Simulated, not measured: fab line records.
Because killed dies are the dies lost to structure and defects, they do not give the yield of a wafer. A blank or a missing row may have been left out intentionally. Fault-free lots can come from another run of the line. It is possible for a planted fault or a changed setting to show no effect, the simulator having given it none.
Which tool did it? :: flow n5 finfet :: 10 lots, 30 wafers sampled, at 6 steps of a route of 1938

WHAT THE GAUGES SHOWED, per wafer
N5_MOL_CONTACT_COAG_THK_MEAS_29. Usual: MD_CAP_THK gives 17.91 nm (standard deviation 0.094).
lot: L628
measured: day 5 23:11
on: film metro-01
MD_CAP_THK (nm): 18.06 17.98 17.99
flag: 

lot: L635
measured: day 7 21:17
on: film metro-01
MD_CAP_THK (nm): 17.94 18.07 17.94
flag: 

lot: L636
measured: day 8 05:01
on: film metro-02
MD_CAP_THK (nm): 17.85 18.00 17.97
flag: 

lot: L638
measured: day 8 12:53
on: film metro-02
MD_CAP_THK (nm): 17.96 18.06 18.00
flag: 

lot: L641
measured: day 9 07:20
on: film metro-01
MD_CAP_THK (nm): 17.83 18.03 17.77
flag: 

lot: L643
measured: day 9 21:47
on: film metro-02
MD_CAP_THK (nm): 17.70 17.91 17.88
flag: 

lot: L644
measured: day 10 01:19
on: film metro-02
MD_CAP_THK (nm): 17.96 18.02 17.94
flag: 

lot: L645
measured: day 10 05:35
on: film metro-01
MD_CAP_THK (nm): 17.93 18.00 17.91
flag: 

lot: L646
measured: day 10 15:24
on: film metro-02
MD_CAP_THK (nm): 18.05 17.94 17.88
flag: 

lot: L647
measured: day 10 18:47
on: film metro-01
MD_CAP_THK (nm): 17.83 17.83 17.86
flag: 

N5_MOL_CONTACT_COAG_THK_MEAS_53. Usual: VIA_MOL_THK gives 44.3 nm (standard deviation 0.58).
lot: L628
measured: day 6 03:01
on: film metro-02
VIA_MOL_THK (nm): 44.4 44.5 45.2
flag: 

lot: L635
measured: day 8 01:21
on: film metro-01
VIA_MOL_THK (nm): 43.1 43.7 43.9
flag: 

lot: L636
measured: day 8 09:15
on: film metro-01
VIA_MOL_THK (nm): 41.3 43.6 44.2
flag: 

lot: L638
measured: day 8 16:51
on: film metro-01
VIA_MOL_THK (nm): 44.5 41.3 44.9
flag: 

lot: L641
measured: day 9 11:26
on: film metro-02
VIA_MOL_THK (nm): 44.1 44.4 45.0
flag: 

lot: L643
measured: day 10 03:05
on: film metro-01
VIA_MOL_THK (nm): 42.7 44.4 44.8
flag: 

lot: L644
measured: day 10 05:45
on: film metro-02
VIA_MOL_THK (nm): 43.7 44.0 43.9
flag: 

lot: L645
measured: day 10 09:30
on: film metro-01
VIA_MOL_THK (nm): 44.0 43.5 44.2
flag: 

lot: L646
measured: day 10 19:55
on: film metro-01
VIA_MOL_THK (nm): 44.6 43.9 44.1
flag: 

lot: L647
measured: day 10 23:01
on: film metro-02
VIA_MOL_THK (nm): 43.5 44.8 45.1
flag: 

N5_BEOL_M4_RC_MEAS_101. Usual: DIBL_N 36.2 mV/V, standard deviation 1.7; DIBL_P 36.2 mV/V, standard deviation 2.2; IOFF_N 0.16 nA/um, standard deviation 0.035; IOFF_P 0.21 nA/um, standard deviation 0.042; ION_N 673 uA/um, standard deviation 13; ION_P 462 uA/um, standard deviation 7.9; SS_N 71.4 mV/dec, standard deviation 0.59; SS_P 73.2 mV/dec, standard deviation 0.7; VT_N 250 mV, standard deviation 3.6; VT_P -251 mV, standard deviation 3.5.
lot: L628
measured: day 8 10:10
on: prober-02
DIBL_N (mV/V): 35.5 34.1 36.4
DIBL_P (mV/V): 34.9 33.8 35.9
IOFF_N (nA/um): 0.14 0.12 0.17
IOFF_P (nA/um): 0.19 0.18 0.21
ION_N (uA/um): 667 673 689
ION_P (uA/um): 464 467 467
SS_N (mV/dec): 70.9 70.8 71.2
SS_P (mV/dec): 73.4 72.8 72.6
VT_N (mV): 251 250 247
VT_P (mV): -251 -254 -250
flag: 

lot: L635
measured: day 11 00:17
on: prober-01
DIBL_N (mV/V): 33.6 35.7 33.9
DIBL_P (mV/V): 32.4 35.6 32.6
IOFF_N (nA/um): 0.11 0.14 0.11
IOFF_P (nA/um): 0.16 0.21 0.17
ION_N (uA/um): 655 661 666
ION_P (uA/um): 450 459 455
SS_N (mV/dec): 70.5 70.5 70.8
SS_P (mV/dec): 71.7 73.2 73.0
VT_N (mV): 251 249 255
VT_P (mV): -253 -251 -253
flag: 

lot: L636
measured: day 11 04:16
on: prober-02
DIBL_N (mV/V): 35.3 37.7 37.8
DIBL_P (mV/V): 34.2 37.2 38.8
IOFF_N (nA/um): 0.12 0.16 0.16
IOFF_P (nA/um): 0.16 0.19 0.22
ION_N (uA/um): 662 686 677
ION_P (uA/um): 457 458 464
SS_N (mV/dec): 70.2 71.1 72.0
SS_P (mV/dec): 72.5 73.5 73.0
VT_N (mV): 255 249 250
VT_P (mV): -255 -253 -252
flag: 

lot: L638
measured: day 11 04:55
on: prober-01
DIBL_N (mV/V): 37.7 34.2 35.3
DIBL_P (mV/V): 39.0 34.5 36.8
IOFF_N (nA/um): 0.17 0.12 0.14
IOFF_P (nA/um): 0.26 0.19 0.22
ION_N (uA/um): 668 659 666
ION_P (uA/um): 463 464 460
SS_N (mV/dec): 71.2 71.6 71.3
SS_P (mV/dec): 73.8 72.0 73.0
VT_N (mV): 251 252 250
VT_P (mV): -245 -250 -248
flag: 

lot: L641
measured: day 12 13:05
on: prober-02
DIBL_N (mV/V): 36.2 35.4 36.9
DIBL_P (mV/V): 35.5 35.1 37.5
IOFF_N (nA/um): 0.16 0.16 0.17
IOFF_P (nA/um): 0.21 0.21 0.24
ION_N (uA/um): 670 677 676
ION_P (uA/um): 465 468 462
SS_N (mV/dec): 71.2 71.6 72.2
SS_P (mV/dec): 73.1 73.0 73.1
VT_N (mV): 251 249 249
VT_P (mV): -249 -249 -249
flag: 

lot: L643
measured: day 12 23:57
on: prober-01
DIBL_N (mV/V): 35.2 37.4 36.4
DIBL_P (mV/V): 34.0 36.2 34.2
IOFF_N (nA/um): 0.13 0.18 0.15
IOFF_P (nA/um): 0.18 0.22 0.19
ION_N (uA/um): 668 685 661
ION_P (uA/um): 460 467 455
SS_N (mV/dec): 71.4 71.3 70.8
SS_P (mV/dec): 72.7 72.8 73.1
VT_N (mV): 250 245 249
VT_P (mV): -253 -251 -252
flag: 

lot: L644
measured: day 12 20:08
on: prober-02
DIBL_N (mV/V): 36.3 35.5 34.4
DIBL_P (mV/V): 37.8 35.8 34.4
IOFF_N (nA/um): 0.16 0.14 0.12
IOFF_P (nA/um): 0.21 0.19 0.16
ION_N (uA/um): 675 671 667
ION_P (uA/um): 458 461 454
SS_N (mV/dec): 70.9 70.7 71.0
SS_P (mV/dec): 73.4 73.3 73.1
VT_N (mV): 251 252 253
VT_P (mV): -251 -251 -254
flag: 

lot: L645
measured: day 13 14:12
on: prober-01
DIBL_N (mV/V): 37.8 36.2 37.1
DIBL_P (mV/V): 37.2 34.0 34.9
IOFF_N (nA/um): 0.16 0.12 0.15
IOFF_P (nA/um): 0.25 0.19 0.21
ION_N (uA/um): 669 673 675
ION_P (uA/um): 459 462 470
SS_N (mV/dec): 71.8 71.5 70.9
SS_P (mV/dec): 73.6 72.6 72.3
VT_N (mV): 247 255 249
VT_P (mV): -247 -251 -249
flag: 

lot: L646
measured: day 13 15:37
on: prober-02
DIBL_N (mV/V): 37.0 34.4 37.7
DIBL_P (mV/V): 36.1 33.8 37.8
IOFF_N (nA/um): 0.16 0.12 0.18
IOFF_P (nA/um): 0.21 0.17 0.24
ION_N (uA/um): 668 666 678
ION_P (uA/um): 459 457 459
SS_N (mV/dec): 71.3 71.0 71.8
SS_P (mV/dec): 72.9 71.9 73.3
VT_N (mV): 251 255 247
VT_P (mV): -250 -253 -249
flag: 

lot: L647
measured: day 13 17:47
on: prober-01
DIBL_N (mV/V): 34.9 35.1 34.1
DIBL_P (mV/V): 36.8 35.5 35.1
IOFF_N (nA/um): 0.15 0.14 0.13
IOFF_P (nA/um): 0.17 0.16 0.16
ION_N (uA/um): 665 672 666
ION_P (uA/um): 450 451 454
SS_N (mV/dec): 70.6 71.4 71.0
SS_P (mV/dec): 73.9 73.2 73.1
VT_N (mV): 252 252 255
VT_P (mV): -257 -259 -258
flag: 

WHAT TOOL EACH LOT RAN ON (gives the tool, then ch and the chambers of the sampled wafers, and finally the start)
lot: L628
N5_MOL_CONTACT_COAG_ALD_20: ald metal-04 ch 0,2,3, day 5 16:29
N5_MOL_CONTACT_COAG_SPUTTER_143: pvd sputter-02, day 5 17:41
N5_MOL_CONTACT_COAG_PECVD_31: pecvd-04 ch 0,1, day 5 23:44

lot: L635
N5_MOL_CONTACT_COAG_ALD_20: ald metal-02 ch 0,1,3, day 7 14:16
N5_MOL_CONTACT_COAG_SPUTTER_143: pvd sputter-01, day 7 15:48
N5_MOL_CONTACT_COAG_PECVD_31: pecvd-02 ch 0,1, day 7 21:49

lot: L636
N5_MOL_CONTACT_COAG_ALD_20: ald metal-04 ch 0,2,3, day 7 22:17
N5_MOL_CONTACT_COAG_SPUTTER_143: pvd sputter-02, day 7 23:41
N5_MOL_CONTACT_COAG_PECVD_31: pecvd-01 ch 0,2, day 8 05:58

lot: L638
N5_MOL_CONTACT_COAG_ALD_20: ald metal-02 ch 0,1, day 8 06:16
N5_MOL_CONTACT_COAG_SPUTTER_143: pvd sputter-01, day 8 07:13
N5_MOL_CONTACT_COAG_PECVD_31: pecvd-01 ch 0,1, day 8 13:25

lot: L641
N5_MOL_CONTACT_COAG_ALD_20: ald metal-02 ch 1,2,3, day 8 23:38
N5_MOL_CONTACT_COAG_SPUTTER_143: pvd sputter-03, day 9 00:39
N5_MOL_CONTACT_COAG_PECVD_31: pecvd-02 ch 0,1,2, day 9 07:52

lot: L643
N5_MOL_CONTACT_COAG_ALD_20: ald metal-04 ch 0,1,2, day 9 13:22
N5_MOL_CONTACT_COAG_SPUTTER_143: pvd sputter-01, day 9 15:37
N5_MOL_CONTACT_COAG_PECVD_31: pecvd-02 ch 0,1, day 9 23:29

lot: L644
N5_MOL_CONTACT_COAG_ALD_20: ald metal-03 ch 0,3, day 9 18:50
N5_MOL_CONTACT_COAG_SPUTTER_143: pvd sputter-02, day 9 19:29
N5_MOL_CONTACT_COAG_PECVD_31: pecvd-02 ch 0,1, day 10 01:51

lot: L645
N5_MOL_CONTACT_COAG_ALD_20: ald metal-04 ch 0,2,3, day 9 23:14
N5_MOL_CONTACT_COAG_SPUTTER_143: pvd sputter-03, day 10 00:11
N5_MOL_CONTACT_COAG_PECVD_31: pecvd-02 ch 0,1,2, day 10 06:08

lot: L646
N5_MOL_CONTACT_COAG_ALD_20: ald metal-03 ch 0,1,2, day 10 07:10
N5_MOL_CONTACT_COAG_SPUTTER_143: pvd sputter-02, day 10 08:16
N5_MOL_CONTACT_COAG_PECVD_31: pecvd-04 ch 0,1,2, day 10 16:18

lot: L647
N5_MOL_CONTACT_COAG_ALD_20: ald metal-03 ch 1,2, day 10 12:07
N5_MOL_CONTACT_COAG_SPUTTER_143: pvd sputter-03, day 10 13:14
N5_MOL_CONTACT_COAG_PECVD_31: pecvd-02 ch 0,2, day 10 19:20
- N5_MOL_CONTACT_COAG_ALD_20: deposits TiN, target thk 1.5 nm, pulse time 1 s, purge time 3 s.
- N5_MOL_CONTACT_COAG_SPUTTER_143: material Co, target thk 2.5 nm.
- N5_MOL_CONTACT_COAG_PECVD_31: deposits SiO2 from TEOS/O2, target thk 46 nm, time 8.9 s.

AS READ BY THE TOOLS THEMSELVES (means over the sampled wafers that have a number; for cases with no such wafer, the mark the record gives instead)
N5_MOL_CONTACT_COAG_ALD_20. Usual: heater power w 881 W, standard deviation 81; precursor pulse height rel 1.001, standard deviation 0.023.
lot: L628
tool: ald metal-04
heater power w (W): 874
precursor pulse height rel: 0.992
flag: 

lot: L635
tool: ald metal-02
heater power w (W): 891
precursor pulse height rel: 0.993
flag: 

lot: L636
tool: ald metal-04
heater power w (W): 875
precursor pulse height rel: 0.993
flag: 

lot: L638
tool: ald metal-02
heater power w (W): 814
precursor pulse height rel: 1.023
flag: 

lot: L641
tool: ald metal-02
heater power w (W): 916
precursor pulse height rel: 1.003
flag: 

lot: L643
tool: ald metal-04
heater power w (W): 904
precursor pulse height rel: 1.008
flag: 

lot: L644
tool: ald metal-03
heater power w (W): 947
precursor pulse height rel: 0.986
flag: 

lot: L645
tool: ald metal-04
heater power w (W): 874
precursor pulse height rel: 0.988
flag: 

lot: L646
tool: ald metal-03
heater power w (W): 846
precursor pulse height rel: 1.002
flag: 

lot: L647
tool: ald metal-03
heater power w (W): 846
precursor pulse height rel: 1.033
flag: 

N5_MOL_CONTACT_COAG_SPUTTER_143. Usual: substrate temp c 24.99 C, standard deviation 0.096; throttle valve pct 30.2 %, standard deviation 1.3.
lot: L628
tool: pvd sputter-02
substrate temp c (C): 25.02
throttle valve pct (%): 29.0
flag: 

lot: L635
tool: pvd sputter-01
substrate temp c (C): 25.02
throttle valve pct (%): 29.3
flag: 

lot: L636
tool: pvd sputter-02
substrate temp c (C): 25.10
throttle valve pct (%): 29.8
flag: 

lot: L638
tool: pvd sputter-01
substrate temp c (C): 25.02
throttle valve pct (%): 30.5
flag: 

lot: L641
tool: pvd sputter-03
substrate temp c (C): 24.95
throttle valve pct (%): 30.3
flag: 

lot: L643
tool: pvd sputter-01
substrate temp c (C): 24.98
throttle valve pct (%): 30.2
flag: 

lot: L644
tool: pvd sputter-02
substrate temp c (C): 25.00
throttle valve pct (%): 29.7
flag: 

lot: L645
tool: pvd sputter-03
substrate temp c (C): 25.06
throttle valve pct (%): 30.6
flag: 

lot: L646
tool: pvd sputter-02
substrate temp c (C): 24.98
throttle valve pct (%): 30.9
flag: 

lot: L647
tool: pvd sputter-03
substrate temp c (C): 24.93
throttle valve pct (%): 30.6
flag: 

N5_MOL_CONTACT_COAG_PECVD_31. Usual: susceptor temp C reads 399.99 C (standard deviation 0.22).
lot: L628
tool: pecvd-04
susceptor temp C (C): 399.82
flag: 

lot: L635
tool: pecvd-02
susceptor temp C (C): 399.99
flag: 

lot: L636
tool: pecvd-01
susceptor temp C (C): 402.93
flag: OFF

lot: L638
tool: pecvd-01
susceptor temp C (C): 403.36
flag: OFF

lot: L641
tool: pecvd-02
susceptor temp C (C): 399.98
flag: 

lot: L643
tool: pecvd-02
susceptor temp C (C): 400.16
flag: 

lot: L644
tool: pecvd-02
susceptor temp C (C): 400.06
flag: 

lot: L645
tool: pecvd-02
susceptor temp C (C): 399.89
flag: 

lot: L646
tool: pecvd-04
susceptor temp C (C): 400.00
flag: 

lot: L647
tool: pecvd-02
susceptor temp C (C): 399.85
flag: 

THE ANSWER, worked out from the rows above alone
Rule: a lot counts as off when the mean over its wafers that have a number is more than 3 standard deviations away from the usual mean. A lot without any number at a reading at which 4 lots or more have one is off too. The other lots that the step has rows for count as sound. The gauges are gone through in route order, then the tools' own readings, and for those a lot's mean is taken as printed above. The first step at which some lot is off is used, and at that step the reading that is off furthest; a lot without a number counts as furthest.
Off: L636, L638 (N5_MOL_CONTACT_COAG_PECVD_31, susceptor temp C).
A tool fits if, at that step or a process step before it, it ran every lot that is off, and no sound lot after the first of them. One fits: pecvd-01 at N5_MOL_CONTACT_COAG_PECVD_31. It ran no sound lot before its first lot that is off in this sample, so the start can't be narrowed down.
The tool's own readings at N5_MOL_CONTACT_COAG_PECVD_31 bear it out: on the lots that are off they differ by more than 5 times the standard deviation of the sound lots' means. susceptor temp C reads 403.14 C there against 399.97 C on the sound lots.

WHAT WAS PUT IN BY THE SIMULATOR
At N5_MOL_CONTACT_COAG_PECVD_31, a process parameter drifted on pecvd-01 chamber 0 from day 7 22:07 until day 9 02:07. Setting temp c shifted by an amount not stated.
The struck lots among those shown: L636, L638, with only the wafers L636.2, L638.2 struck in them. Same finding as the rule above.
